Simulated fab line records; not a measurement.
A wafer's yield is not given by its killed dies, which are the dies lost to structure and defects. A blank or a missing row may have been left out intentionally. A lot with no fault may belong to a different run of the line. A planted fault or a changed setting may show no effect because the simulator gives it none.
Split-lot trial / flow n5 finfet / 39 wafers read across 7 lots, on a route 1938 steps long

== THE SPLIT ITSELF ==
At N5_FIN_SAQP_PECVD_06 (deposits a-Si from SiH4/He, target thk 60 nm, time 48.1 s), the setting time s was moved away from the recipe's 48.1 s on 18 of the 39 wafers read, by -23.3% to +54.2%. For the rest of the wafers, this setting stayed at what the recipe calls for.

== FROM THE SPLIT TO THE READING: what the file shows between them, 5 steps ==
- N5_FIN_SAQP_THK_MEAS_07
- N5_FIN_SAQP_HM_DEP_72: deposits SiO2 from SiH4/N2O, target thk 12 nm, time 7.2 s
- N5_FIN_SAQP_COAT_49: time 60 s, resist thk 100 nm
- N5_FIN_SAQP_HM_OPEN_73: chemistry CHF3/O2, target SiO2, stops on a-Si, target depth 12 nm, time 16.8 s
- N5_FIN_SAQP_STRIP_74: strips in CHF3/O2

== THE READING ==
oes product au, in a.u., at N5_FIN_SAQP_MANDREL_ETCH_22 (etches a-Si in HBr/Cl2, stops on SiNx, target depth 60 nm, bt time 10 s, time 30 s). Typical for fault-free wafers on this fab line: 0.766 a.u., with standard deviation 0.012 a.u.

wafer=L079.1; tool, chamber at the split=pecvd-01, 2; time s as run, s=48.1; against the recipe=recipe; oes product au, a.u.=0.749; against lot-mates on the recipe=-
wafer=L079.2; tool, chamber at the split=pecvd-01, 0; time s as run, s=48.1; against the recipe=recipe; oes product au, a.u.=0.768; against lot-mates on the recipe=-
wafer=L079.3; tool, chamber at the split=pecvd-01, 1; time s as run, s=57.02; against the recipe=+18.5%; oes product au, a.u.=0.830; against lot-mates on the recipe=+0.073
wafer=L079.4; tool, chamber at the split=pecvd-01, 1; time s as run, s=57.02; against the recipe=+18.5%; oes product au, a.u.=0.848; against lot-mates on the recipe=+0.091
wafer=L079.5; tool, chamber at the split=pecvd-01, 0; time s as run, s=57.02; against the recipe=+18.5%; oes product au, a.u.=0.858; against lot-mates on the recipe=+0.101
wafer=L079.6; tool, chamber at the split=pecvd-01, 2; time s as run, s=48.1; against the recipe=recipe; oes product au, a.u.=0.754; against lot-mates on the recipe=-
wafer=L080.1; tool, chamber at the split=pecvd-01, 2; time s as run, s=70.55; against the recipe=+46.7%; oes product au, a.u.=0.977; against lot-mates on the recipe=+0.203
wafer=L080.2; tool, chamber at the split=pecvd-01, 1; time s as run, s=70.55; against the recipe=+46.7%; oes product au, a.u.=0.968; against lot-mates on the recipe=+0.194
wafer=L080.3; tool, chamber at the split=pecvd-01, 0; time s as run, s=48.1; against the recipe=recipe; oes product au, a.u.=0.780; against lot-mates on the recipe=-
wafer=L080.4; tool, chamber at the split=pecvd-01, 1; time s as run, s=70.55; against the recipe=+46.7%; oes product au, a.u.=0.986; against lot-mates on the recipe=+0.212
wafer=L080.5; tool, chamber at the split=pecvd-01, 2; time s as run, s=48.1; against the recipe=recipe; oes product au, a.u.=0.771; against lot-mates on the recipe=-
wafer=L080.6; tool, chamber at the split=pecvd-01, 0; time s as run, s=48.1; against the recipe=recipe; oes product au, a.u.=0.770; against lot-mates on the recipe=-
wafer=L081.1; tool, chamber at the split=pecvd-02, 0; time s as run, s=38.74; against the recipe=-19.5%; oes product au, a.u.=0.686; against lot-mates on the recipe=-0.092
wafer=L081.2; tool, chamber at the split=pecvd-02, 1; time s as run, s=38.74; against the recipe=-19.5%; oes product au, a.u.=0.682; against lot-mates on the recipe=-0.096
wafer=L081.3; tool, chamber at the split=pecvd-02, 2; time s as run, s=38.74; against the recipe=-19.5%; oes product au, a.u.=0.688; against lot-mates on the recipe=-0.090
wafer=L081.4; tool, chamber at the split=pecvd-02, 0; time s as run, s=48.1; against the recipe=recipe; oes product au, a.u.=0.772; against lot-mates on the recipe=-
wafer=L081.5; tool, chamber at the split=pecvd-02, 2; time s as run, s=48.1; against the recipe=recipe; oes product au, a.u.=0.773; against lot-mates on the recipe=-
wafer=L081.6; tool, chamber at the split=pecvd-02, 1; time s as run, s=48.1; against the recipe=recipe; oes product au, a.u.=0.789; against lot-mates on the recipe=-
wafer=L083.1; tool, chamber at the split=pecvd-04, 2; time s as run, s=36.88; against the recipe=-23.3%; oes product au, a.u.=0.641; against lot-mates on the recipe=-0.124
wafer=L083.2; tool, chamber at the split=pecvd-04, 0; time s as run, s=36.88; against the recipe=-23.3%; oes product au, a.u.=0.647; against lot-mates on the recipe=-0.118
wafer=L083.3; tool, chamber at the split=pecvd-04, 1; time s as run, s=48.1; against the recipe=recipe; oes product au, a.u.=0.758; against lot-mates on the recipe=-
wafer=L083.4; tool, chamber at the split=pecvd-04, 0; time s as run, s=48.1; against the recipe=recipe; oes product au, a.u.=0.768; against lot-mates on the recipe=-
wafer=L083.5; tool, chamber at the split=pecvd-04, 1; time s as run, s=36.88; against the recipe=-23.3%; oes product au, a.u.=0.663; against lot-mates on the recipe=-0.102
wafer=L083.6; tool, chamber at the split=pecvd-04, 2; time s as run, s=48.1; against the recipe=recipe; oes product au, a.u.=0.770; against lot-mates on the recipe=-
wafer=L085.1; tool, chamber at the split=pecvd-02, 1; time s as run, s=67.3; against the recipe=+39.9%; oes product au, a.u.=0.963; against lot-mates on the recipe=+0.184
wafer=L085.2; tool, chamber at the split=pecvd-02, 2; time s as run, s=67.3; against the recipe=+39.9%; oes product au, a.u.=0.932; against lot-mates on the recipe=+0.153
wafer=L085.3; tool, chamber at the split=pecvd-02, 0; time s as run, s=48.1; against the recipe=recipe; oes product au, a.u.=0.786; against lot-mates on the recipe=-
wafer=L085.4; tool, chamber at the split=pecvd-02, 0; time s as run, s=48.1; against the recipe=recipe; oes product au, a.u.=0.768; against lot-mates on the recipe=-
wafer=L085.5; tool, chamber at the split=pecvd-02, 2; time s as run, s=48.1; against the recipe=recipe; oes product au, a.u.=0.783; against lot-mates on the recipe=-
wafer=L085.6; tool, chamber at the split=pecvd-02, 1; time s as run, s=67.3; against the recipe=+39.9%; oes product au, a.u.=0.946; against lot-mates on the recipe=+0.167
wafer=L089.1; tool, chamber at the split=pecvd-04, 2; time s as run, s=48.1; against the recipe=recipe; oes product au, a.u.=0.755; against lot-mates on the recipe=-
wafer=L089.2; tool, chamber at the split=pecvd-04, 0; time s as run, s=74.17; against the recipe=+54.2%; oes product au, a.u.=0.970; against lot-mates on the recipe=+0.208
wafer=L089.3; tool, chamber at the split=pecvd-04, 1; time s as run, s=48.1; against the recipe=recipe; oes product au, a.u.=0.772; against lot-mates on the recipe=-
wafer=L089.4; tool, chamber at the split=pecvd-04, 0; time s as run, s=74.17; against the recipe=+54.2%; oes product au, a.u.=1.017; against lot-mates on the recipe=+0.255
wafer=L089.5; tool, chamber at the split=pecvd-04, 2; time s as run, s=48.1; against the recipe=recipe; oes product au, a.u.=0.758; against lot-mates on the recipe=-
wafer=L089.6; tool, chamber at the split=pecvd-04, 1; time s as run, s=74.17; against the recipe=+54.2%; oes product au, a.u.=1.001; against lot-mates on the recipe=+0.239
wafer=L093.2; tool, chamber at the split=pecvd-04, 0; time s as run, s=48.1; against the recipe=recipe; oes product au, a.u.=0.781; against lot-mates on the recipe=-
wafer=L093.3; tool, chamber at the split=pecvd-04, 1; time s as run, s=48.1; against the recipe=recipe; oes product au, a.u.=0.757; against lot-mates on the recipe=-
wafer=L093.6; tool, chamber at the split=pecvd-04, 2; time s as run, s=48.1; against the recipe=recipe; oes product au, a.u.=0.793; against lot-mates on the recipe=-

FIT RESULTS
A straight line over all 39 wafers: oes product au changes by +0.0044 a.u. for each +1% of time s; r = +0.99; the points scatter about the line by 0.013 a.u.
The same after taking each lot's own level away (the mean of its wafers on the recipe; 39 wafers): +0.00442 a.u. for each +1%; r = +0.99; scatter 0.011 a.u.
On that fit, the largest move of time s shifts the reading by 0.24 a.u.
The lots' own levels span 0.7570 to 0.7790 a.u., that is 1.8 times the standard deviation above.
So the lot-to-lot level changes the slope little: the two slopes agree.
Check: for one of the wafers moved furthest among these (+54.2%), held out of the fit, the line's prediction against its lot-mates is +0.242 a.u. It came out at +0.208 a.u. against them.

== THE WHOLE CHAIN: every reading that the file lists as answering this split, in the file's order ==
step=N5_FIN_SAQP_PECVD_06; what it does=deposits a-Si from SiH4/He, target thk 60 nm, time 48.1 s; reading=a-Si_of_FIN_SAQP_PECVD_06.thk nm (the simulator's own value, which no gauge read); change (the file's fit)=+0.61 nm for each +1% of the setting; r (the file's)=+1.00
step=N5_FIN_SAQP_THK_MEAS_07; what it does=; reading=thk nm; change (the file's fit)=withheld for each +1% of the setting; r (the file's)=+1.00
step=N5_FIN_SAQP_MANDREL_ETCH_22; what it does=etches a-Si in HBr/Cl2, stops on SiNx, target depth 60 nm, bt time 10 s, time 30 s; reading=oes product au; change (the file's fit)=+0.00439 a.u. for each +1% of the setting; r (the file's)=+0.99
step=N5_FIN_SAQP_MANDREL_ETCH_22; what it does=etches a-Si in HBr/Cl2, stops on SiNx, target depth 60 nm, bt time 10 s, time 30 s; reading=etch.depth nm (the simulator's own value, which no gauge read); change (the file's fit)=+0.59 nm for each +1% of the setting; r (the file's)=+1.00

== FILE'S OWN FIT ==
oes product au changes by +0.00439 a.u. for each +1% of time s, r = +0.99.
